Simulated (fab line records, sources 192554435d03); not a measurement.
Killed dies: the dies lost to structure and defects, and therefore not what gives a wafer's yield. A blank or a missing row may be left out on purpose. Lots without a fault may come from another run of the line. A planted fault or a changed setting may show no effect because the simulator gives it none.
fab line records | flow n5Finfet
[record] lots = 7 wafers = 21
route steps=1938 shown FIN_CUT@155 DUMMY_GATE@215 SD_EPI_N@288 SD_EPI_P@295
startH: hours from the record's first day to the start of the lot's first wafer shown | waitH: hours elapsed since this lot's preceding step | " same as the row above | L1.1+2: a row that stands for several wafers | - either no value or no given start | * or withheld: withheld | < > ~ a bound
route shown NAME@n: names a module that has steps shown in the file, with the first one's number in the route | usual: mean/standard deviation of fault-free wafers | same: alike in all rows | chamber/n: place in a boat | sites: per-site readings | _std_site: the standard deviation of these | _edge_site: outer sites' mean less inner sites' | radiusMm: how far each site lies from the wafer's centre | mask NAME#n: copy n | behind: tool/chamber where the wafer was last shaped | hold: what put the lot on hold/how long, in hours/how the hold closed | device: names the non-switching transistor (n, p or np) | end of line: the tests these same wafers got at the end of their route | for a step that has no rows: nothing shown but its recipe | killed: count of dies lost to structure and defects at first sort (not the wafer's yield) | map: per-die view of a wafer (x killed, . not killed, _ where there is no die)
set.NAME: setting as actually run; set.NAME@STEP: the setting as run at that earlier step | model.NAME: the simulator's own value behind a step, which no gauge read
one table per step and one row per wafer, for lots whose settings were changed on purpose
[[steps]]
[step N5_FIN_CUT_COAT_19]
[recipe] resist = SiARC tempC = 220 timeS = 60 spinRpm = 1500 resistThkNm = 20
// columns lot.wafer tool chamber startH waitH set.spinRpm model.SiARC_of_FIN_CUT_COAT_19.thkNm
L077.1+2+6 lithoTrack-02 0 - - 1500 20
L079.2 lithoTrack-01 0 - - 1500 20
L079.4+6 " 0 " " 1647 19
L080.3+4 lithoTrack-01 0 - - 1615 19.2
L080.6 " 0 " " 1500 20
L081.1+2 lithoTrack-02 0 - - 1353 21
L081.3 " 0 " " 1500 20
L083.1+6 lithoTrack-04 0 - - 1637 19.2
L083.3 " 0 " " 1500 20
L085.2 lithoTrack-04 0 - - 1458 20.4
L085.4 " 0 " " 1500 20
L085.6 " 0 " " 1458 20.2
L096.4+5+6 lithoTrack-01 0 - - 1500 20
[step N5_FIN_CUT_COAT_29]
[recipe] resist = underlayer tempC = 205 timeS = 60 spinRpm = 1500 resistThkNm = 10
[step N5_FIN_CUT_COAT_02]
[recipe] resist = CAR-EUV spinRpm = 1500 resistThkNm = 30
[step N5_FIN_CUT_DESCUM_13]
[recipe] chemistry = O2 timeS = 7 sourcePowerW = 50 biasPowerW = 20 pressureMtorr = 20 rfFrequencyHz = 2.712e+07 tempC = 40 resist = CAR-EUV o2FlowSccm = 225
[step N5_FIN_CUT_ETCH_30]
[recipe] chemistry = N2/H2 target = underlayer targetDepthA = 130 maskMaterial = CAR-EUV timeS = 10.4 ionEnergyEv = 200 pressureMtorr = 30 sourceW = 840 biasW = 150 n2FlowSccm = 200 h2FlowSccm = 200 ends = cleared
[step N5_FIN_CUT_ETCH_20]
[recipe] chemistry = CF4 target = SiARC targetDepthA = 260 maskMaterial = CAR-EUV timeS = 43.3 ionEnergyEv = 80 pressureMtorr = 40 sourceW = 545 biasW = 36 Ar_flow_sccm = 100 cf4FlowSccm = 100 ends = cleared
// columns lot.wafer tool chamber startH waitH set.spinRpm@FIN_CUT_COAT_19 model.etch.depthNm
L077.1+6 rieDiel-04 2,1 45.30 0.0 1500 19.95
L077.2 " 1 " " 1500 19.97
L079.2 rieDiel-03 1 58.64 0.0 1500 19.9
L079.4 " 3 " " 1647 19.05
L079.6 " 0 " " 1647 19.06
L080.3 rieDiel-03 0 67.69 0.0 1615 19.14
L080.4 " 2 " " 1615 19.2
L080.6 " 2 " " 1500 19.94
L081.1 rieDiel-03 1 70.02 0.0 1353 21.03
L081.2 " 2 " " 1353 21.02
L081.3 " 3 " " 1500 19.96
L083.1 rieDiel-05 0 81.06 0.0 1637 19.21
L083.3 " 1 " " 1500 20.04
L083.6 " 0 " " 1637 19.22
L085.2 rieDiel-03 2 95.52 0.0 1458 20.35
L085.4 " 3 " " 1500 19.97
L085.6 " 1 " " 1458 20.3
L096.4 rieDiel-03 1 159.33 0.0 1500 20.09
L096.5 " 3 " " 1500 20.03
L096.6 " 0 " " 1500 20.06
[step N5_FIN_CUT_ETCH_21]
[recipe] chemistry = N2/H2 target = SOC targetDepthA = 2190 overetchA = 438 maskMaterial = SiARC tempC = 40 ionEnergyEv = 100 biasW = 61 timeS = 523.5 pressureMtorr = 30 sourceW = 850 n2FlowSccm = 200 h2FlowSccm = 200
// columns lot.wafer tool chamber startH waitH set.spinRpm@FIN_CUT_COAT_19 model.SiARC_of_FIN_CUT_COAT_19.thkNm
L077.1+2+6 rieDiel-04 2,1,1 45.34 0.0 1500 12
L079.2 rieDiel-03 1 58.68 0.0 1500 11.6
L079.4 " 3 " " 1647 10.8
L079.6 " 0 " " 1647 11
L080.3 rieDiel-03 0 67.73 0.0 1615 11.2
L080.4 " 2 " " 1615 10.8
L080.6 " 2 " " 1500 11.6
L081.1 rieDiel-03 1 70.06 0.0 1353 12.8
L081.2 " 2 " " 1353 12.6
L081.3 " 3 " " 1500 11.8
L083.1+6 rieDiel-05 0 81.10 0.0 1637 11
L083.3 " 1 " " 1500 11.8
L085.2+6 rieDiel-03 2,1 95.56 0.0 1458 12
L085.4 " 3 " " 1500 11.8
L096.4+5 rieDiel-03 1,3 159.37 0.0 1500 11.8
L096.6 " 0 " " 1500 11.6
[step N5_DUMMY_GATE_CVD_03]
[recipe] material = a-Si targetThkA = 1500 tempC = 530 precursor = SiH4 timeS = 8042
// columns lot.wafer tool chamber startH waitH set.tempC model.a-Si_of_DUMMY_GATE_CVD_03.thkNm
L077.1 - - - 0.1 518.3 106.8
L077.2 " - " " 518.3 107.6
L077.6 " - " " 518.3 105.8
L079.2 - - - 0.1 550.7 265.2
L079.4 " - " " 550.7 263.6
L079.6 " - " " 550.7 264.8
L080.3 - - - 0.1 507.1 75.2
L080.4 " - " " 507.1 74.6
L080.6 " - " " 507.1 74.4
L081.1 - - - 0.1 518.6 107.8
L081.2 " - " " 518.6 108
L081.3 " - " " 518.6 108.6
L083.1 - - - 2.7 538 184.4
L083.3 " - " " 538 184
L083.6 " - " " 538 183.6
L085.2 - - - 0.1 518.4 109.2
L085.4+6 " - " " 518.4 109.8
L096.4 lpcvd-01 1/29 169.68 0.5 530 152
L096.5 " 1/34 " " 530 152.4
L096.6 " 1/39 " " 530 150.2
[step N5_DUMMY_GATE_PECVD_30]
[recipe] material = SiO2 targetThkA = 550 tempC = 400 precursor = TEOS/O2 pressureTorr = 6.5 rfW = withheld teosFlowSccm = withheld gas = O2 flowSccm = 2650 timeS = 10.8
// columns lot.wafer tool chamber startH waitH set.timeS model.SiO2_of_DUMMY_GATE_PECVD_30.thkNm
L077.1 pecvd-03 1 64.11 0.0 10.8 52.8
L077.2 " 0 " " 10.8 54.6
L077.6 " 1 " " 9.474 48.4
L079.2 pecvd-04 0 76.96 0.0 10.8 54
L079.4 " 0 " " 11.8 60.6
L079.6 " 2 " " 10.8 54.6
L080.3 pecvd-04 2 85.62 0.0 11.7 58
L080.4 " 2 " " 11.7 59.2
L080.6 " 1 " " 11.7 59.6
L081.1 pecvd-04 2 94.30 0.0 12.42 62.6
L081.2 " 1 " " 10.8 54.6
L081.3 " 0 " " 10.8 54.8
L083.1+6 pecvd-04 0,2 101.44 0.0 10.8 54.8
L083.3 " 2 " " 10.8 54.2
L085.2 pecvd-04 1 115.41 0.0 10.32 53.4
L085.4 " 2 " " 10.8 55.8
L085.6 " 0 " " 10.8 56
L096.4 pecvd-03 0 177.65 0.1 10.8 55.2
L096.5 " 2 " " 10.8 55.4
L096.6 " 1 " " 10.8 54.2
[step N5_DUMMY_GATE_COAT_34]
[recipe] resist = SOC tempC = 250 timeS = 60 spinRpm = 1500 resistThkNm = 60
[step N5_DUMMY_GATE_COAT_35]
[recipe] resist = SiARC tempC = 220 timeS = 60 spinRpm = 1500 resistThkNm = 10
[step N5_DUMMY_GATE_ETCH_31]
[recipe] chemistry = C4F6/O2 target = SiO2 maskMaterial = SOC targetDepthA = 825 timeS = 27.5 ionEnergyEv = 250 pressureMtorr = 30 sourceW = 345 biasW = 185 Ar_flow_sccm = 300 C4F6_flow_sccm = 10 O2_flow_sccm = 10
[step N5_DUMMY_GATE_STRIP_41]
[recipe] chemistry = O2 powerW = 400 tempC = 40 pressureMtorr = 30 rfFrequencyHz = 6e+07 biasPowerW = 0 overashFraction = 0.3 o2FlowSccm = 225
[step N5_DUMMY_GATE_HM_OPEN_21]
[recipe] chemistry = CH3F/O2 target = SiNx targetDepthA = 1200 Ar_flow_sccm = 150 CH3F_flow_sccm = 30 O2_flow_sccm = 23 timeS = 171.4 pressureMtorr = 30 sourceW = 395 biasW = 73 ionEnergyEv = 120.7
// columns lot.wafer tool chamber startH waitH set.timeS@DUMMY_GATE_PECVD_30 model.SiO2_of_DUMMY_GATE_PECVD_30.thkNm
L077.1 rieDiel-05 3 65.27 0.0 10.8 42.6
L077.2 " 1 " " 10.8 44.6
L077.6 " 2 " " 9.474 38.6
L079.2 rieDiel-03 3 78.25 0.0 10.8 44
L079.4 " 1 " " 11.8 50.6
L079.6 " 3 " " 10.8 44.6
L080.3 rieDiel-05 2 86.59 0.0 11.7 48.2
L080.4 " 1 " " 11.7 49.2
L080.6 " 0 " " 11.7 49.6
L081.1 rieDiel-04 0 95.72 0.0 12.42 52.6
L081.2 " 2 " " 10.8 44.8
L081.3 " 3 " " 10.8 45
L083.1+6 rieDiel-05 0,1 102.41 0.0 10.8 44.8
L083.3 " 1 " " 10.8 44.2
L085.2 rieDiel-04 3 116.38 0.0 10.32 43.6
L085.4 " 2 " " 10.8 45.8
L085.6 " 3 " " 10.8 46.2
L096.4 rieDiel-05 2 178.66 0.0 10.8 45.6
L096.5 " 2 " " 10.8 45.8
L096.6 " 1 " " 10.8 44.4
[step N5_DUMMY_GATE_ETCH_32]
[recipe] chemistry = CF4 target = SiO2 targetDepthA = 35 timeS = 3.9 ionEnergyEv = 350 pressureMtorr = 10 icpW = 800 biasW = 400 cf4FlowSccm = 80
// columns lot.wafer tool chamber startH waitH set.timeS@DUMMY_GATE_PECVD_30 model.SiO2_of_DUMMY_GATE_PECVD_30.thkNm
L077.1 rieSi-02 2 65.43 0.1 10.8 39.2
L077.2 " 1 " " 10.8 41
L077.6 " 3 " " 9.474 35
L079.2 rieSi-02 2 78.48 0.2 10.8 40.4
L079.4 " 3 " " 11.8 47
L079.6 " 2 " " 10.8 41
L080.3 rieSi-04 2 86.75 0.1 11.7 44.8
L080.4 " 1 " " 11.7 45.6
L080.6 " 3 " " 11.7 46.2
L081.1 rieSi-04 3 95.88 0.1 12.42 49.2
L081.2+3 " 2,1 " " 10.8 41.4
L083.1 rieSi-04 2 102.57 0.1 10.8 41.2
L083.3 " 1 " " 10.8 40.6
L083.6 " 2 " " 10.8 41.4
L085.2 rieSi-02 3 116.54 0.1 10.32 40
L085.4 " 2 " " 10.8 42.4
L085.6 " 1 " " 10.8 42.6
L096.4 rieSi-06 0 178.83 0.1 10.8 42
L096.5 " 3 " " 10.8 42.2
L096.6 " 0 " " 10.8 40.8
[step N5_SD_EPI_N_EPI_21]
[recipe] material = Si:P dopant = P tempC = 680 pressureTorr = 255 timeS = 690
// columns lot.wafer tool chamber startH waitH set.tempC model.Si-P_of_SD_EPI_N_EPI_21.thkNm
L077.1 epiRpcvd-03 0 68.69 0.1 680 59
L077.2 " 0 " " 682 62
L077.6 " 0 70.09 1.4 682 61.6
L079.2 epiRpcvd-03 0 82.68 0.4 680 59.4
L079.4 " 0 " " 680 58.4
L079.6 " 0 " " 682.4 61.6
L080.3 epiRpcvd-01 0 92.06 0.9 680 58.4
L080.4+6 " 0 " " 680 57.4
L081.1+3 epiRpcvd-02 0 99.27 0.1 680 59
L081.2 " 0 " " 675.5 55.2
L083.1 epiRpcvd-02 0 106.02 0.1 676.9 56.2
L083.3 " 0 " " 680 59
L083.6 " 0 " " 680 58.8
L085.2 epiRpcvd-01 0 120.91 0.7 676.2 55.6
L085.4 " 0 " " 676.2 55.2
L085.6 " 0 122.90 2.5 680 60.2
L096.4 epiRpcvd-02 0 183.34 0.9 680 58.2
L096.5 " 0 " " 680 59
L096.6 " 0 " " 680 58.8
[step N5_SD_EPI_N_EPI_MEAS_23]
[recipe] mode = xrd
[usual] thkNm = 58.9/1.1
// columns lot.wafer tool chamber startH waitH set.tempC@SD_EPI_N_EPI_21 thkNm
L077.1 filmMetro-02 - 70.40 1.4 680 59.3
L077.2 " - " " 682 61.6
L077.6 " - " " 682 62.0
L079.2 filmMetro-01 - 84.12 1.2 680 57.7
L079.4 " - " " 680 58.3
L079.6 " - " " 682.4 60.6
L080.3 filmMetro-02 - 93.59 1.2 680 60.7
L080.4 " - " " 680 57.1
L080.6 " - " " 680 58.4
L081.1 filmMetro-02 - 100.99 1.4 680 61.1
L081.2 " - " " 675.5 53.8
L081.3 " - " " 680 59.4
L083.1 filmMetro-01 - 107.75 1.5 676.9 54.4
L083.3 " - " " 680 60.2
L083.6 " - " " 680 57.9
L085.2 filmMetro-01 - 123.44 2.0 676.2 57.1
L085.4 " - " " 676.2 54.3
L085.6 " - " " 680 60.1
L096.4 filmMetro-02 - 184.22 0.6 680 59.3
L096.5 " - " " 680 57.8
L096.6 " - " " 680 60.7
[step N5_SD_EPI_N_PRECLEAN_24]
[recipe] chemistry = O3/DIW timeS = 60 tempC = 22 o3Ppm = 10
// columns lot.wafer tool chamber startH waitH set.tempC@SD_EPI_N_EPI_21 model.Si-P_of_SD_EPI_N_EPI_21.thkNm
L077.1 wetBench-06 5 70.44 0.0 680 58.6
L077.2 " 4 " " 682 61.6
L077.6 " 6 " " 682 61
L079.2 wetBench-01 1 84.15 0.0 680 59
L079.4 " 2 " " 680 58
L079.6 " 6 " " 682.4 61.2
L080.3 wetBench-02 4 93.62 0.0 680 58
L080.4+6 " 2,3 " " 680 57
L081.1+3 wetBench-01 4,5 101.02 0.0 680 58.6
L081.2 " 1 " " 675.5 54.8
L083.1 wetBench-02 4 107.79 0.0 676.9 55.8
L083.3 " 1 " " 680 58.6
L083.6 " 5 " " 680 58.4
L085.2 wetBench-02 4 123.47 0.0 676.2 55.2
L085.4 " 5 " " 676.2 55
L085.6 " 2 " " 680 59.8
L096.4 wetBench-01 0 184.25 0.0 680 57.8
L096.5 " 4 " " 680 58.6
L096.6 " 7 " " 680 58.4
[step N5_SD_EPI_P_COAT_34]
[recipe] resist = SOC tempC = 250 timeS = 60 spinRpm = 1500 resistThkNm = 350
// columns lot.wafer tool chamber startH waitH set.spinRpm model.SOC_of_SD_EPI_P_COAT_34.thkNm
L077.1 lithoTrack-04 0 70.99 0.0 1595 341.8
L077.2 " 0 " " 1500 352.2
L077.6 " 0 " " 1595 341.2
L079.2+6 lithoTrack-04 0 84.70 0.0 1374 365.2
L079.4 " 0 " " 1374 366.6
L080.3 lithoTrack-04 0 94.41 0.0 1500 350.8
L080.4 " 0 " " 1500 352.4
L080.6 " 0 " " 1500 351
L081.1 lithoTrack-05 0 101.76 0.0 1500 350.4
L081.2+3 " 0 " " 1500 350.2
L083.1+3 lithoTrack-05 0 108.34 0.0 1412 362
L083.6 " 0 " " 1500 351.4
L085.2 lithoTrack-02 0 124.02 0.0 1500 350.6
L085.4 " 0 " " 1374 366.2
L085.6 " 0 " " 1500 350.2
L096.4 lithoTrack-04 0 186.44 0.0 1500 349.8
L096.5+6 " 0 " " 1500 350.2
[[key]]
[split] step = N5_FIN_CUT_COAT_19 setting = spinRpm stated = 1500 by = wafer
[response] step = N5_FIN_CUT_COAT_19 reading = model.SiARC_of_FIN_CUT_COAT_19.thkNm change = -0.099 per = 1% r = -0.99
[response] step = N5_FIN_CUT_ETCH_20 reading = model.etch.depthNm change = -0.0969 per = 1% r = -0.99
[response] step = N5_FIN_CUT_ETCH_21 reading = model.SiARC_of_FIN_CUT_COAT_19.thkNm change = -0.0823 per = 1% r = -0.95
[split] step = N5_DUMMY_GATE_CVD_03 setting = tempC stated = 530 by = lot
[response] step = N5_DUMMY_GATE_CVD_03 reading = model.a-Si_of_DUMMY_GATE_CVD_03.thkNm change = +22.9 per = 1% r = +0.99
[split] step = N5_DUMMY_GATE_PECVD_30 setting = timeS stated = 10.8 by = wafer
[response] step = N5_DUMMY_GATE_PECVD_30 reading = model.SiO2_of_DUMMY_GATE_PECVD_30.thkNm change = +0.526 per = 1% r = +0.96
[response] step = N5_DUMMY_GATE_HM_OPEN_21 reading = model.SiO2_of_DUMMY_GATE_PECVD_30.thkNm change = +0.511 per = 1% r = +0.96
[response] step = N5_DUMMY_GATE_ETCH_32 reading = model.SiO2_of_DUMMY_GATE_PECVD_30.thkNm change = +0.518 per = 1% r = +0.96
[split] step = N5_SD_EPI_N_EPI_21 setting = tempC stated = 680 by = wafer
[response] step = N5_SD_EPI_N_EPI_21 reading = model.Si-P_of_SD_EPI_N_EPI_21.thkNm change = +7.02 per = 1% r = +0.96
[response] step = N5_SD_EPI_N_EPI_MEAS_23 reading = thkNm change = * per = 1% r = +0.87
[response] step = N5_SD_EPI_N_PRECLEAN_24 reading = model.Si-P_of_SD_EPI_N_EPI_21.thkNm change = +6.94 per = 1% r = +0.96
[split] step = N5_SD_EPI_P_COAT_34 setting = spinRpm stated = 1500 by = wafer
[response] step = N5_SD_EPI_P_COAT_34 reading = model.SOC_of_SD_EPI_P_COAT_34.thkNm change = -1.81 per = 1% r = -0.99
